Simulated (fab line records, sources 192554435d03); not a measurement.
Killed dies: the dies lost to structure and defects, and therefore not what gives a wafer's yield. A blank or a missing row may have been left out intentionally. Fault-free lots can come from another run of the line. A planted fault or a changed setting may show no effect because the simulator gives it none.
fab line records | flow n5-finfet
record lots=11 | wafers=33 | last-day=17
route steps=1938 shown BEOL_M14@1763 TV_OPEN@1888 PAD_METAL@1894 PASSIVATION@1910
lots that met no fault: taken from a fault-free run of the same line
start-h: hours from the record's opening day to when the first of the lot's shown wafers began | wait-h: time in hours since the lot's previous step | " identical to the entry in the row above | L1.1+2: a row that stands for several wafers | - value missing, or start not given | * or withheld: withheld | < > ~ a bound
route shown NAME@n: NAME is a module with steps in the file, n the number in the route of the first one | usual: mean/standard deviation taken from wafers without a fault | same: alike in all rows | chamber/n: place in a boat | sites: the reading at each site | _std_site: standard deviation of those values | _edge_site: the outer-site mean with the inner-site mean subtracted | radius-mm: how far each site lies from the wafer's centre | mask NAME#n: copy n | behind: the tool/chamber that last shaped the wafer | hold: what put the lot on hold/how long, in hours/how the hold closed | device: which transistor (n, p or np) failed to switch | end of line: tests of these same wafers at the route's end | where a step has no rows: the recipe by itself | killed: dies that structure and defects cost at the first sort, which is not the same as the wafer's yield | map: shows each die of a wafer: x if killed, . if not, _ if none is there
set.NAME: the run value of the setting; set.NAME@STEP: its run value at that earlier step | model.NAME: the simulator's own value behind a step, which no gauge read
steps of the route over a sample of lots; a table a step, a row a wafer
services: from which hour (start-h, from the record's first day; less than 0 if before it) a tool's chamber was out of use, for how many hours, and why
## steps
# step N5_BEOL_M14_SPUTTER_44
# recipe material=Ta | target-thk-a=150 | temp-c=50 | bias-v=80 | power-w=15000 | chamber-pressure-pa=0.07 | time-s=24.19
# usual chamber-pressure-pa=0.07001/0.00014 | throttle-valve-pct=29.7/1.1
lot.wafer | tool           | chamber | start-h | wait-h | chamber-pressure-pa | throttle-valve-pct
L735.2    | pvd-sputter-01 | -       | 250.37  | 0.0    | 0.07003             | 29.5
L735.4    | "              | -       | "       | "      | 0.07004             | 30.2
L735.5    | "              | -       | "       | "      | 0.07033             | 28.5
L736.2    | pvd-sputter-03 | -       | 267.43  | 0.0    | 0.07008             | 29.5
L736.4    | "              | -       | "       | "      | 0.06995             | 32.0
L736.5    | "              | -       | "       | "      | 0.06981             | 29.5
L739.1    | pvd-sputter-03 | -       | 279.70  | 0.0    | 0.07004             | 32.2
L739.3    | "              | -       | "       | "      | 0.06986             | 29.7
L739.4    | "              | -       | "       | "      | 0.06992             | 29.6
L737.1    | pvd-sputter-02 | -       | 280.78  | 0.0    | 0.07025             | 28.8
L737.3    | "              | -       | "       | "      | 0.07006             | 29.8
L737.5    | "              | -       | "       | "      | 0.06999             | 30.1
L740.1    | pvd-sputter-01 | -       | 306.65  | 0.0    | 0.07008             | 28.7
L740.2    | "              | -       | "       | "      | 0.07001             | 30.1
L740.5    | "              | -       | "       | "      | 0.07013             | 30.2
L741.1    | pvd-sputter-02 | -       | 312.93  | 0.0    | 0.06986             | 29.9
L741.3    | "              | -       | "       | "      | 0.06998             | 27.9
L741.4    | "              | -       | "       | "      | 0.06994             | 29.9
L744.3    | pvd-sputter-03 | -       | 346.60  | 0.0    | 0.07016             | 32.3
L744.4    | "              | -       | "       | "      | 0.07001             | 29.2
L744.6    | "              | -       | "       | "      | 0.07002             | 31.8
L747.1    | pvd-sputter-03 | -       | 347.00  | 0.0    | 0.06999             | 29.9
L747.3    | "              | -       | "       | "      | 0.07003             | 31.8
L747.5    | "              | -       | "       | "      | 0.07023             | 29.5
L748.3    | pvd-sputter-03 | -       | 347.36  | 0.0    | 0.06992             | 29.4
L748.5    | "              | -       | "       | "      | 0.06997             | 29.3
L748.6    | "              | -       | "       | "      | 0.07002             | 29.7
L752.1    | pvd-sputter-03 | -       | 375.15  | 0.0    | 0.07                | 29.7
L752.3    | "              | -       | "       | "      | 0.0698              | 32.1
L752.6    | "              | -       | "       | "      | 0.07018             | 29.5
L754.1    | pvd-sputter-02 | -       | 379.38  | 0.0    | 0.07008             | 29.9
L754.2    | "              | -       | "       | "      | 0.06988             | 29.9
L754.5    | "              | -       | "       | "      | 0.06988             | 28.4
# step N5_PASSIVATION_VIA_ETCH_13
# recipe chemistry=CHF3/O2 | target=SiO2 | target-depth-a=6600 | CHF3_flow_sccm=50 | O2_flow_sccm=5 | Ar_flow_sccm=200 | time-s=330 | mask-material=PR | pressure-mtorr=30 | source-w=650 | bias-w=170 | ion-energy-ev=200 | ends=cleared
# usual drypump-motor-current-A=5.9/0.41 | etch-rf-on-time-s=238/4.5 | oes-product-au=0.69/0.079 | rf-vpp-V=523/3.3 | showerhead-plenum-p-Torr=2.42/0.062 | throttle-valve-pct=18.92/0.18
lot.wafer | tool        | chamber | start-h | wait-h | drypump-motor-current-A | etch-rf-on-time-s | oes-product-au | rf-hours-counter-h | rf-vpp-V | showerhead-plenum-p-Torr | throttle-valve-pct
L735.2    | rie-diel-05 | 1       | 266.39  | 0.0    | 5.8                     | 238               | 0.64           | 192                | 521      | 2.49                     | 18.97
L735.4    | "           | 2       | "       | "      | 5.7                     | 242               | 0.65           | 225                | 529      | 2.47                     | 19.13
L735.5    | "           | 2       | "       | "      | 5.7                     | 239               | 0.65           | -                  | 529      | 2.47                     | 19.14
L736.2    | rie-diel-04 | 3       | 290.10  | 0.0    | 6.4                     | 241               | 0.61           | 201                | 519      | 2.40                     | 18.91
L736.4    | "           | 2       | "       | "      | 6.5                     | 241               | 0.64           | -                  | 523      | 2.38                     | 18.84
L736.5    | "           | 1       | "       | "      | 6.1                     | 240               | 0.66           | -                  | 527      | 2.39                     | 19.09
L739.1    | rie-diel-05 | 3       | 293.35  | 0.0    | 5.7                     | 234               | 0.73           | 85                 | 529      | 2.53                     | 18.92
L739.3    | "           | 1       | "       | "      | 5.8                     | 240               | 0.63           | 200                | 520      | 2.49                     | 19.00
L739.4    | "           | 2       | "       | "      | 5.7                     | 245               | 0.63           | 232                | 527      | 2.47                     | 19.16
L737.1    | rie-diel-03 | 0       | 309.77  | 0.0    | 6.3                     | 238               | 0.64           | 240                | 522      | 2.37                     | 18.94
L737.3    | "           | 1       | "       | "      | 6.0                     | 235               | 0.76           | 70                 | 523      | 2.34                     | 18.75
L737.5    | "           | 0       | "       | "      | 6.4                     | 241               | 0.64           | -                  | 523      | 2.37                     | 18.93
L740.1    | rie-diel-04 | 0       | 320.21  | 0.0    | 5.4                     | 237               | 0.72           | 101                | 527      | 2.52                     | 18.71
L740.2    | "           | 2       | "       | "      | 6.5                     | 242               | 0.63           | 243                | 522      | 2.37                     | 18.85
L740.5    | "           | 2       | "       | "      | 6.5                     | 244               | 0.62           | -                  | 522      | 2.37                     | 18.84
L741.1    | rie-diel-05 | 2       | 326.13  | 0.0    | 5.7                     | 237               | 0.63           | 241                | 527      | 2.46                     | 19.16
L741.3    | "           | 3       | "       | "      | 5.7                     | 231               | 0.72           | 95                 | 528      | 2.52                     | 18.92
L741.4    | "           | 0       | "       | "      | 5.3                     | 239               | 0.68           | 130                | 523      | 2.42                     | 19.18
L744.3    | rie-diel-03 | 3       | 363.64  | 0.0    | 5.6                     | 233               | 0.88           | 1                  | 519      | 2.37                     | 18.71
L744.4    | "           | 1       | "       | "      | 6.0                     | 239               | 0.73           | -                  | 522      | 2.33                     | 18.78
L744.6    | "           | 3       | "       | "      | 5.6                     | 242               | 0.87           | -                  | 519      | 2.37                     | 18.69
L747.1    | rie-diel-03 | 2       | 364.57  | 0.0    | 5.5                     | 235               | 0.64           | 237                | 521      | 2.37                     | 18.79
L747.3    | "           | 3       | "       | "      | 5.6                     | 234               | 0.87           | 2                  | 519      | 2.37                     | 18.70
L747.5    | "           | 2       | "       | "      | 5.5                     | 235               | 0.64           | -                  | 522      | 2.37                     | 18.78
L748.3    | rie-diel-05 | 0       | 367.64  | 0.0    | 5.2                     | 233               | 0.67           | 146                | 522      | 2.42                     | 19.22
L748.5    | "           | 3       | "       | "      | 5.7                     | 236               | 0.70           | -                  | 529      | 2.52                     | 18.96
L748.6    | "           | 0       | "       | "      | 5.3                     | 243               | 0.67           | -                  | 522      | 2.42                     | 19.22
L752.1    | rie-diel-04 | 2       | 394.14  | 0.0    | 6.5                     | 232               | 0.89           | 4                  | 523      | 2.37                     | 18.46
L752.3    | "           | 0       | "       | "      | 5.4                     | 238               | 0.69           | 125                | 526      | 2.51                     | 18.76
L752.6    | "           | 3       | "       | "      | 6.5                     | 240               | 0.60           | -                  | 518      | 2.38                     | 18.96
L754.1    | rie-diel-05 | 3       | 398.14  | 0.0    | 5.7                     | 234               | 0.70           | 119                | 528      | 2.52                     | 18.98
L754.2    | "           | 1       | "       | "      | 5.8                     | 239               | 0.62           | 233                | 521      | 2.47                     | 19.05
L754.5    | "           | 2       | "       | "      | 5.7                     | 240               | 0.87           | -                  | 528      | 2.46                     | 18.79
# step N5_PASSIVATION_PRE_CLEAN_19
# recipe gas=H2/He | time-s=* | temp-c=*
# usual heater-power-w=470/47
lot.wafer | tool           | chamber | start-h | wait-h | heater-power-w
L735.2    | pvd-sputter-01 | -       | 267.30  | 0.0    | 403
L735.4    | "              | -       | "       | "      | 528
L735.5    | "              | -       | "       | "      | 407
L736.2    | pvd-sputter-03 | -       | 292.88  | 0.0    | 539
L736.4    | "              | -       | "       | "      | 393
L736.5    | "              | -       | "       | "      | 540
L739.1    | pvd-sputter-03 | -       | 294.28  | 0.0    | 547
L739.3    | "              | -       | "       | "      | 534
L739.4    | "              | -       | "       | "      | 383
L737.1    | pvd-sputter-01 | -       | 310.28  | 0.0    | 400
L737.3    | "              | -       | "       | "      | 526
L737.5    | "              | -       | "       | "      | 434
L740.1    | pvd-sputter-02 | -       | 321.56  | 0.0    | 493
L740.2    | "              | -       | "       | "      | 440
L740.5    | "              | -       | "       | "      | 432
L741.1    | pvd-sputter-03 | -       | 326.89  | 0.0    | 402
L741.3    | "              | -       | "       | "      | 537
L741.4    | "              | -       | "       | "      | 491
L744.3    | pvd-sputter-03 | -       | 364.45  | 0.0    | 377
L744.4    | "              | -       | "       | "      | 533
L744.6    | "              | -       | "       | "      | 546
L747.1    | pvd-sputter-02 | -       | 367.59  | 0.0    | 487
L747.3    | "              | -       | "       | "      | 508
L747.5    | "              | -       | "       | "      | 478
L748.3    | pvd-sputter-02 | -       | 368.71  | 0.0    | 486
L748.5    | "              | -       | "       | "      | 467
L748.6    | "              | -       | "       | "      | 504
L752.1    | pvd-sputter-01 | -       | 394.60  | 0.0    | 424
L752.3    | "              | -       | "       | "      | 521
L752.6    | "              | -       | "       | "      | 433
L754.1    | pvd-sputter-02 | -       | 398.64  | 0.0    | 473
L754.2    | "              | -       | "       | "      | 502
L754.5    | "              | -       | "       | "      | 472
# step N5_PASSIVATION_ETCH_59
# recipe chemistry=Cl2/BCl3 | target=TaN | target-depth-a=650 | time-s=34.9 | ion-energy-ev=100 | pressure-mtorr=10 | icp-w=900 | bias-w=100 | Cl2_flow_sccm=60 | bcl3-flow-sccm=30
# usual drypump-motor-current-A=5.7/0.37 | he-backside-leak-sccm=3.30/0.19 | oes-product-au=0.78/0.079 | throttle-valve-pct=21.13/0.28
lot.wafer | tool         | chamber | start-h | wait-h | drypump-motor-current-A | he-backside-leak-sccm | oes-product-au | rf-hours-counter-h | throttle-valve-pct
L735.2    | rie-metal-03 | 0       | 268.62  | 0.3    | 6.3                     | 3.46                  | 0.76           | 51                 | 21.27
L735.4    | "            | 0       | "       | "      | 6.3                     | 3.49                  | 0.77           | -                  | 21.26
L735.5    | "            | 1       | "       | "      | 5.4                     | 3.19                  | 0.90           | -                  | 20.70
L736.2    | rie-metal-01 | 1       | 294.10  | 0.3    | 5.5                     | 3.20                  | 0.76           | 45                 | 21.55
L736.4    | "            | 1       | "       | "      | 5.5                     | 3.27                  | 0.76           | -                  | 21.56
L736.5    | "            | 0       | "       | "      | 6.0                     | 3.19                  | 0.68           | -                  | 21.00
L739.1    | rie-metal-03 | 1       | 295.46  | 0.3    | 5.4                     | 3.16                  | 0.87           | 14                 | 20.73
L739.3    | "            | 0       | "       | "      | 6.3                     | 3.49                  | 0.75           | -                  | 21.29
L739.4    | "            | 1       | "       | "      | 5.4                     | 3.17                  | 0.88           | -                  | 20.72
L737.1    | rie-metal-03 | 0       | 311.46  | 0.3    | 6.3                     | 3.61                  | 0.75           | 55                 | 21.26
L737.3    | "            | 0       | "       | "      | 6.3                     | 3.73                  | 0.75           | -                  | 21.25
L737.5    | "            | 1       | "       | "      | 5.4                     | 3.00                  | 0.87           | -                  | 20.71
L740.1    | rie-metal-01 | 0       | 322.87  | 0.3    | 6.0                     | 3.36                  | 0.68           | 81                 | 20.99
L740.2    | "            | 1       | "       | "      | 5.5                     | 3.13                  | 0.76           | 48                 | 21.54
L740.5    | "            | 1       | "       | "      | 5.5                     | 3.19                  | 0.76           | -                  | 21.53
L741.1    | rie-metal-01 | 1       | 328.07  | 0.3    | 5.5                     | 3.11                  | 0.76           | 48                 | 21.54
L741.3    | "            | 1       | "       | "      | 5.4                     | 3.02                  | 0.76           | -                  | 21.55
L741.4    | "            | 0       | "       | "      | 6.0                     | 3.27                  | 0.68           | -                  | 20.97
L744.3    | rie-metal-02 | 0       | 365.68  | 0.2    | 5.3                     | 3.48                  | 0.88           | -                  | 20.98
L744.4    | "            | 1       | "       | "      | 5.9                     | 3.20                  | 0.70           | -                  | 21.35
L744.6    | "            | 0       | "       | "      | 5.3                     | 3.49                  | 0.88           | -                  | 20.98
L747.1    | rie-metal-02 | 1       | 368.79  | 0.3    | 5.9                     | 3.18                  | 0.69           | 85                 | 21.35
L747.3    | "            | 0       | "       | "      | 5.3                     | 3.37                  | 0.88           | -                  | 20.97
L747.5    | "            | 1       | "       | "      | 5.9                     | 3.31                  | 0.70           | -                  | 21.33
L748.3    | rie-metal-01 | 0       | 370.06  | 0.2    | 5.9                     | 3.24                  | 0.66           | -                  | 21.03
L748.5    | "            | 0       | "       | "      | 6.0                     | 3.17                  | 0.66           | -                  | 21.02
L748.6    | "            | 1       | "       | "      | 5.5                     | 3.22                  | 0.74           | -                  | 21.58
L752.1    | rie-metal-03 | 0       | 395.79  | 0.3    | 6.3                     | 3.56                  | 0.72           | 63                 | 21.31
L752.3    | "            | 1       | "       | "      | 5.5                     | 3.10                  | 0.85           | -                  | 20.74
L752.6    | "            | 0       | "       | "      | 6.2                     | 3.41                  | 0.72           | -                  | 21.29
L754.1    | rie-metal-01 | 1       | 399.83  | 0.3    | 5.4                     | 3.20                  | 0.74           | 56                 | 21.57
L754.2    | "            | 0       | "       | "      | 6.0                     | 3.47                  | 0.66           | 87                 | 21.03
L754.5    | "            | 0       | "       | "      | 6.0                     | 3.45                  | 0.66           | -                  | 21.02
# step N5_PASSIVATION_PROBE_49
# usual defect-limited-yield=90.9/1.3 | killed_at_M0_to_M3=35/10 | killed_at_M4_up=15/5.7 | killed-at-contacts=14/6.4 | killed-at-front-end=40/11 | killed-at-other=4/3.1 | killed-dies=108/16 | killed-on-rim=14/3.6 | killed-open=71/11 | killed-short=34/7.7 | sort_bin_5_function=5.4/0.9 | sort_bin_6_memory=3.4/0.61 | sort-n-pass=1072/16 | sort-yield-pct=90.9/1.3
# same gross-dies=1180 | killed-at-back-side=0 | sort_bin_4_leakage[%]=0 | sort_bin_8_speed[%]=0
lot.wafer | tool      | chamber | start-h | wait-h | defect-limited-yield[%] | killed_at_M0_to_M3 | killed_at_M4_up | killed-at-contacts | killed-at-front-end | killed-at-other | killed-dies | killed-on-rim | killed-open | killed-short | sort_bin_5_function[%] | sort_bin_6_memory[%] | sort-n-pass | sort-yield-pct[%]
L740.1    | prober-01 | -       | 327.26  | 0.0    | 89.5                    | 64                 | 16              | 4                  | 40                  | 0               | 124         | 16            | 83          | 41           | 5.8                    | 4.4                  | 1056        | 89.5
L740.2    | prober-01 | -       | 327.31  | 0.1    | 91.0                    | 39                 | 10              | 8                  | 47                  | 2               | 106         | 17            | 66          | 35           | 6.1                    | 2.3                  | 1074        | 91.0
L740.5    | prober-01 | -       | 327.46  | 0.2    | 91.2                    | 47                 | 15              | 12                 | 29                  | 1               | 104         | 8             | 67          | 36           | 5.3                    | 3.2                  | 1076        | 91.2
L747.1    | prober-02 | -       | 373.08  | 0.0    | 86.5                    | 40                 | 74              | 19                 | 24                  | 2               | 159         | 31            | 67          | 28           | 8.8                    | 2.8                  | 1021        | 86.5
L747.3    | prober-02 | -       | 373.18  | 0.1    | 84.9                    | 19                 | 110             | 9                  | 35                  | 5               | 178         | 32            | 51          | 20           | 8.1                    | 3.6                  | 1002        | 84.9
L747.5    | prober-02 | -       | 373.28  | 0.2    | 85.8                    | 28                 | 99              | 10                 | 28                  | 3               | 168         | 26            | 69          | 26           | 7.6                    | 3.9                  | 1012        | 85.8
L748.3    | prober-01 | -       | 375.15  | 0.1    | 81.0                    | 24                 | 173             | 7                  | 18                  | 2               | 224         | 5             | 42          | 20           | 11.2                   | 4.2                  | 956         | 81.0
L748.5    | prober-01 | -       | 375.25  | 0.2    | 79.0                    | 41                 | 169             | 12                 | 22                  | 4               | 248         | 10            | 62          | 27           | 11.7                   | 4.8                  | 932         | 79.0
L748.6    | prober-01 | -       | 375.30  | 0.3    | 84.7                    | 33                 | 96              | 20                 | 31                  | 1               | 181         | 29            | 74          | 26           | 9.7                    | 3.0                  | 999         | 84.7
L752.1    | prober-01 | -       | 400.08  | 0.0    | 81.2                    | 39                 | 102             | 25                 | 46                  | 10              | 222         | 38            | 81          | 54           | 10.3                   | 5.1                  | 958         | 81.2
L752.3    | prober-01 | -       | 400.18  | 0.1    | 81.9                    | 32                 | 118             | 15                 | 43                  | 5               | 213         | 30            | 75          | 36           | 11.2                   | 3.4                  | 967         | 81.9
L752.6    | prober-01 | -       | 400.33  | 0.3    | 84.0                    | 34                 | 98              | 11                 | 46                  | 0               | 189         | 34            | 66          | 38           | 9.1                    | 4.2                  | 991         | 84.0
# killed by level:class
L740.1 BEOL_M0_SAQP:geometric-particle:short=16 BEOL_M0_SAQP:geometric-particle:open=15 BEOL_M2:geometric-particle:open=14 BEOL_M3:geometric-particle:open=9 BEOL_M4:geometric-particle:open=8 FIN_SAQP:geometric-particle:open=6 GATE_CUT:geometric-particle:open=6 GATE_CUT:geometric-particle:short=6
L740.2 BEOL_M0_SAQP:geometric-particle:short=14 DUMMY_GATE:geometric-particle:open=9 BEOL_M4:geometric-particle:open=9 BEOL_M0_SAQP:geometric-particle:open=9 STI_FIN_REVEAL:geometric-particle:open=8 MOL_CONTACT_COAG:geometric-particle:open=7 BEOL_M3:geometric-particle:open=6 STI_FIN_REVEAL:geometric-particle:short=5
L740.5 BEOL_M0_SAQP:geometric-particle:short=11 BEOL_M2:geometric-particle:open=11 BEOL_M4:geometric-particle:open=8 BEOL_M0_SAQP:geometric-particle:open=8 MOL_CONTACT_COAG:geometric-particle:open=6 MOL_CONTACT_COAG:geometric-particle:short=6 BEOL_M1:geometric-particle:open=6 FIN_SAQP:geometric-particle:short=5
L747.1 BEOL_M14:unspecified=64 MOL_CONTACT_COAG:geometric-particle:open=12 BEOL_M1:geometric-particle:open=11 BEOL_M0_SAQP:geometric-particle:open=8 MOL_CONTACT_COAG:geometric-particle:short=7 FIN_SAQP:geometric-particle:open=5 STI_FIN_REVEAL:geometric-particle:open=5 BEOL_M0_SAQP:geometric-particle:short=5
L747.3 BEOL_M14:unspecified=103 FIN_SAQP:geometric-particle:open=8 MOL_CONTACT_COAG:geometric-particle:open=8 FIN_SAQP:geometric-particle:short=7 STI_FIN_REVEAL:geometric-particle:open=7 BEOL_M1:geometric-particle:open=6 HKMG_FIN:area-etch=4 BEOL_M0_SAQP:geometric-particle:open=3
L747.5 BEOL_M14:unspecified=73 BEOL_M4:geometric-particle:open=15 BEOL_M3:geometric-particle:open=11 MOL_CONTACT_COAG:geometric-particle:open=9 FIN_SAQP:geometric-particle:short=8 BEOL_M1:geometric-particle:open=7 FIN_SAQP:geometric-particle:open=5 DUMMY_GATE:geometric-particle:open=5
L748.3 BEOL_M14:unspecified=162 MOL_CONTACT_COAG:geometric-particle:open=7 BEOL_M2:geometric-particle:open=7 BEOL_M1:geometric-particle:open=5 STI_FIN_REVEAL:geometric-particle:open=4 BEOL_M0_SAQP:geometric-particle:open=4 BEOL_M3:geometric-particle:open=4 FIN_SAQP:geometric-particle:short=3
L748.5 BEOL_M14:unspecified=158 MOL_CONTACT_COAG:geometric-particle:open=11 BEOL_M2:geometric-particle:open=9 BEOL_M1:geometric-particle:open=8 BEOL_M3:geometric-particle:open=7 STI_FIN_REVEAL:geometric-particle:open=6 BEOL_M0_SAQP:geometric-particle:short=6 BEOL_M0_SAQP:geometric-particle:open=5
L748.6 BEOL_M14:unspecified=80 MOL_CONTACT_COAG:geometric-particle:open=15 STI_FIN_REVEAL:geometric-particle:open=10 BEOL_M4:geometric-particle:open=9 BEOL_M1:geometric-particle:open=7 BEOL_M2:geometric-particle:open=7 FIN_SAQP:geometric-particle:short=6 BEOL_M3:geometric-particle:open=6
L752.1 BEOL_M14:unspecified=84 MOL_CONTACT_COAG:geometric-particle:open=17 BEOL_M0_SAQP:geometric-particle:open=11 BEOL_M1:geometric-particle:open=10 MOL_CONTACT_COAG:geometric-particle:short=8 BEOL_M0_SAQP:geometric-particle:short=8 BEOL_M4:geometric-particle:open=8 STI_FIN_REVEAL:geometric-particle:short=7
L752.3 BEOL_M14:unspecified=101 MOL_CONTACT_COAG:geometric-particle:open=13 FIN_SAQP:geometric-particle:short=12 BEOL_M2:geometric-particle:open=11 STI_FIN_REVEAL:geometric-particle:open=9 BEOL_M3:geometric-particle:open=7 FIN_SAQP:geometric-particle:open=6 BEOL_M4:geometric-particle:open=6
L752.6 BEOL_M14:unspecified=82 FIN_SAQP:geometric-particle:short=10 BEOL_M1:geometric-particle:open=8 MOL_CONTACT_COAG:geometric-particle:open=8 STI_FIN_REVEAL:geometric-particle:open=8 GATE_CUT:geometric-particle:short=7 BEOL_M0_SAQP:geometric-particle:open=5 BEOL_M0_SAQP:geometric-particle:short=5
## services
tool           | chamber | start-h | hours | kind
rie-diel-03    | 1       | 235.73  | 2.8   | repair
rie-diel-03    | -       | 252.66  | 2.8   | pm
rie-diel-04    | 3       | 264.39  | 11.2  | repair
rie-metal-03   | -       | 265.67  | 0.1   | repair
rie-diel-04    | 0       | 290.08  | 9.8   | repair
rie-metal-02   | -       | 291.07  | 2.8   | pm
rie-diel-03    | 3       | 308.45  | 5.8   | repair
rie-diel-05    | 2       | 328.85  | 3.0   | repair
rie-diel-03    | 3       | 334.88  | -     | clean
rie-diel-03    | 3       | 334.88  | -     | consumable-replace:esc
rie-diel-03    | 3       | 334.88  | -     | consumable-replace:focus-ring
rie-diel-03    | 3       | 334.88  | 25.6  | scheduled-down
rie-diel-03    | 3       | 334.88  | 25.6  | vent-cycle
rie-diel-05    | 1       | 340.18  | 4.2   | repair
rie-metal-01   | 0       | 342.08  | 12.0  | repair
rie-diel-04    | 2       | 349.86  | -     | clean
rie-diel-04    | 2       | 349.86  | -     | consumable-replace:focus-ring
rie-diel-05    | 2       | 352.59  | -     | clean
rie-diel-05    | 2       | 352.59  | -     | consumable-replace:focus-ring
rie-diel-05    | 2       | 352.59  | 24.2  | scheduled-down
rie-diel-05    | 2       | 352.59  | 24.2  | vent-cycle
rie-diel-03    | 0       | 355.67  | 52.1  | repair
pvd-sputter-02 | -       | 391.44  | 2.1   | repair
rie-metal-02   | 1       | 399.27  | 14.8  | repair
## key
first-sign step=N5_PASSIVATION_PROBE_49 | reading=killed_at_M4_up | direction=up | sigmas=18 | usual=15 | struck=115
effect step=N5_PASSIVATION_PROBE_49 | reading=defect-limited-yield | direction=down | sigmas=5.8 | usual=90.9 | struck=83.2
more-kills-born-at N5_BEOL_M14_SPUTTER_44@pvd-sputter-03=907
met-at N5_BEOL_M14_SPUTTER_44
struck-lots L747,L748,L752
not-acting-at N5_PASSIVATION_VIA_ETCH_13,N5_PASSIVATION_PRE_CLEAN_19,N5_PASSIVATION_ETCH_59
onset-between 346.60 347.00
fault kind=chamber-particle-source | tool=pvd-sputter-03 | chamber=- | onset-h=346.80 | steps=N5_BEOL_M14_SPUTTER_44 | rate-per-visit-cm2=1.8959 | end-h=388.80
